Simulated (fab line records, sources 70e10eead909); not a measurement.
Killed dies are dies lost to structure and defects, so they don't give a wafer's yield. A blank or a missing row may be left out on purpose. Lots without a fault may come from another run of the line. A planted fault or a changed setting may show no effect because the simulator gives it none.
Which tool did it? | flow nand_harc | 13 lots, 39 wafers sampled, at 5 steps of a route of 1302

WHAT THE GAUGES READ, wafer by wafer
NHARC_HYBRID_BOND_INSPECT_06: inspects for defects (ir void). Usual: raw_defect_count 96, standard deviation 29.
lot  | measured     | on                | raw_defect_count | flag
L217 | day 23 19:56 | defect_inspect-02 | 114 121 114      |
L219 | day 24 15:29 | defect_inspect-02 | 113 109 115      |
L220 | day 24 15:28 | defect_inspect-02 | 113 109 96       |
L221 | day 25 03:47 | defect_inspect-01 | 96 108 100       |
L222 | day 26 18:24 | defect_inspect-02 | 35 36 32         |
L223 | day 26 04:28 | defect_inspect-01 | 122 113 102      |
L224 | day 27 05:36 | defect_inspect-01 | 88 87 77         |
L225 | day 27 05:37 | defect_inspect-02 | 91 87            |
L227 | day 28 02:41 | defect_inspect-01 | 71 77            |
L229 | day 28 07:03 | defect_inspect-01 | 91 83 86         |
L232 | day 30 06:59 | defect_inspect-02 | 71 84 85         |
L238 | day 33 00:13 | defect_inspect-02 | 69 69 84         |
L239 | day 33 20:16 | defect_inspect-01 | 138 123 135      |

NHARC_THIN_TSV_CD_MEAS_12: target cd 1000 nm. Usual: cd_nm 1000.4 nm, standard deviation 1.7.
lot  | measured     | on        | cd_nm (nm)           | flag
L217 | day 23 22:40 | cd_sem-03 | 1002.4 1000.2 998.8  |
L219 | day 24 20:33 | cd_sem-03 | 1000.5 1003.3 999.7  |
L220 | day 24 18:04 | cd_sem-02 | 999.1 1001.1 1000.7  |
L221 | day 25 06:31 | cd_sem-02 | 998.2 998.3 996.7    |
L222 | day 26 21:05 | cd_sem-01 | 998.1 1004.2 1001.4  |
L223 | day 26 07:14 | cd_sem-02 | 1001.0 999.0 997.6   |
L224 | day 27 08:10 | cd_sem-01 | 999.2 1001.8 1001.9  |
L225 | day 27 09:31 | cd_sem-02 | 1001.1 1000.4        |
L227 | day 28 06:34 | cd_sem-03 | 998.7 997.0          |
L229 | day 28 10:56 | cd_sem-01 | 1000.3 1004.4 1001.1 |
L232 | day 30 10:52 | cd_sem-03 | 999.7 1000.9 996.8   |
L238 | day 33 02:58 | cd_sem-01 | 1002.2 1000.1 997.8  |
L239 | day 33 22:58 | cd_sem-01 | 1001.8 999.6 997.7   |

NHARC_END_SORT_01. Usual: defect_limited_yield 91.5 %, standard deviation 2.4; killed_at_array 52, standard deviation 17; killed_at_other 0.9, standard deviation 1.2; killed_at_periphery 3.9, standard deviation 2.7; killed_dies 57, standard deviation 16; killed_open 3.3, standard deviation 1.9; killed_short 2.5, standard deviation 1.5; sort_bin_2_pct 3.0 %, standard deviation 1.2; sort_bin_3_pct 0.6 %, standard deviation 0.34; sort_bin_4_pct 4.8 %, standard deviation 1.3; sort_n_pass 620, standard deviation 16; sort_rim_yield_pct 89 %, standard deviation 4.3; sort_yield_pct 91.5 %, standard deviation 2.4.
lot  | measured     | on        | defect_limited_yield (%) | killed_at_array | killed_at_other | killed_at_periphery | killed_dies | killed_open | killed_short | sort_bin_2_pct (%) | sort_bin_3_pct (%) | sort_bin_4_pct (%) | sort_n_pass | sort_rim_yield_pct (%) | sort_yield_pct (%) | flag
L225 | day 27 23:51 | prober-02 | 93.9 95.6 0              | 40 27 44        | 0 0 1           | 1 3 632             | 41 30 677   | 1 2 2       | 2 3 3        | 1.9 1.8 95.3       | 0.3 0.1 0.3        | 3.8 2.5 4.4        | 636 647 0   | 88 89 0                | 93.9 95.6 0        | OFF
L227 | day 29 00:11 | prober-02 | 92.6 0 94.4              | 42 43 34        | 1 0 0           | 7 634 4             | 50 677 38   | 3 2 4       | 2 1 2        | 2.2 95.3 1.6       | 0.3 0.4 0.3        | 4.9 4.3 3.7        | 627 0 639   | 91 0 87                | 92.6 0 94.4        | OFF

WHICH TOOL RAN EACH LOT (tool, then ch and the chambers of the sampled wafers, then the start)
lot  | NHARC_P_M0_DEP_00               | NHARC_THIN_TSV_DEGAS_49
L217 | pecvd-01 ch 0,1, day 5 21:50    | pvd_sputter-02, day 24 01:34
L219 | pecvd-04 ch 0,1, day 6 22:28    | pvd_sputter-02, day 24 23:19
L220 | pecvd-02 ch 0,2, day 7 06:30    | pvd_sputter-01, day 24 21:05
L221 | pecvd-04 ch 0,2, day 7 20:34    | pvd_sputter-02, day 25 09:16
L222 | pecvd-01 ch 1,2, day 8 09:34    | pvd_sputter-02, day 26 23:52
L223 | pecvd-04 ch 0,1,2, day 8 13:45  | pvd_sputter-02, day 26 10:08
L224 | pecvd-01 ch 0,1, day 8 23:37    | pvd_sputter-02, day 27 11:06
L225 | pecvd-01 ch 0,1, day 9 15:19    | pvd_sputter-01, day 27 12:32
L227 | pecvd-01 ch 0,1,2, day 10 17:44 | pvd_sputter-03, day 28 09:20
L229 | pecvd-02 ch 0,1, day 11 02:23   | pvd_sputter-02, day 28 13:43
L232 | pecvd-02 ch 0,1,2, day 12 07:36 | pvd_sputter-01, day 30 13:39
L238 | pecvd-01 ch 0,1,2, day 14 16:47 | pvd_sputter-02, day 33 05:50
L239 | pecvd-01 ch 0,2, day 15 07:37   | pvd_sputter-02, day 34 01:52
- NHARC_P_M0_DEP_00: deposits SiOC, target thk 150 nm.
- NHARC_THIN_TSV_DEGAS_49: time 120 s.

WHAT THE TOOLS THEMSELVES READ (means of the sampled wafers that have a number; where no wafer has one, the mark that the record gives instead)
NHARC_THIN_TSV_DEGAS_49. Usual: heater_power_w 467 W, standard deviation 56.
lot  | tool           | heater_power_w (W) | flag
L217 | pvd_sputter-02 | 431                |
L219 | pvd_sputter-02 | 441                |
L220 | pvd_sputter-01 | 559                |
L221 | pvd_sputter-02 | 439                |
L222 | pvd_sputter-02 | 427                |
L223 | pvd_sputter-02 | 461                |
L224 | pvd_sputter-02 | 447                |
L225 | pvd_sputter-01 | 515                |
L227 | pvd_sputter-03 | 490                |
L229 | pvd_sputter-02 | 434                |
L232 | pvd_sputter-01 | 458                |
L238 | pvd_sputter-02 | 435                |
L239 | pvd_sputter-02 | 450                |

THE ANSWER, worked out from the rows above alone
Rule: a lot is off if the mean of its wafers that have a number lies more than 3 standard deviations from the usual mean. A lot without any number at a reading at which 4 lots or more have one is off too. The other lots that the step has rows for count as sound. The gauges are gone through in route order, then the tools' own readings, and for those a lot's mean is taken as printed above. The first step at which some lot is off is used, and at that step the reading that is off furthest; a lot without a number counts as furthest.
Off: L225, L227, at NHARC_END_SORT_01 (killed_at_periphery). Neither off nor sound, because the step has no rows for them: L217, L219, L220, L221, L222, L223, L224, L229, L232, L238, L239.
A tool fits if, at a process step before that reading, it ran every lot that is off, and no sound lot after the first of them. The gauges at NHARC_END_SORT_01 are tried like those tools. Can't be told from this: 2 tools fit, pecvd-01 at NHARC_P_M0_DEP_00, prober-02 at NHARC_END_SORT_01.

WHAT THE SIMULATOR HAD PUT IN
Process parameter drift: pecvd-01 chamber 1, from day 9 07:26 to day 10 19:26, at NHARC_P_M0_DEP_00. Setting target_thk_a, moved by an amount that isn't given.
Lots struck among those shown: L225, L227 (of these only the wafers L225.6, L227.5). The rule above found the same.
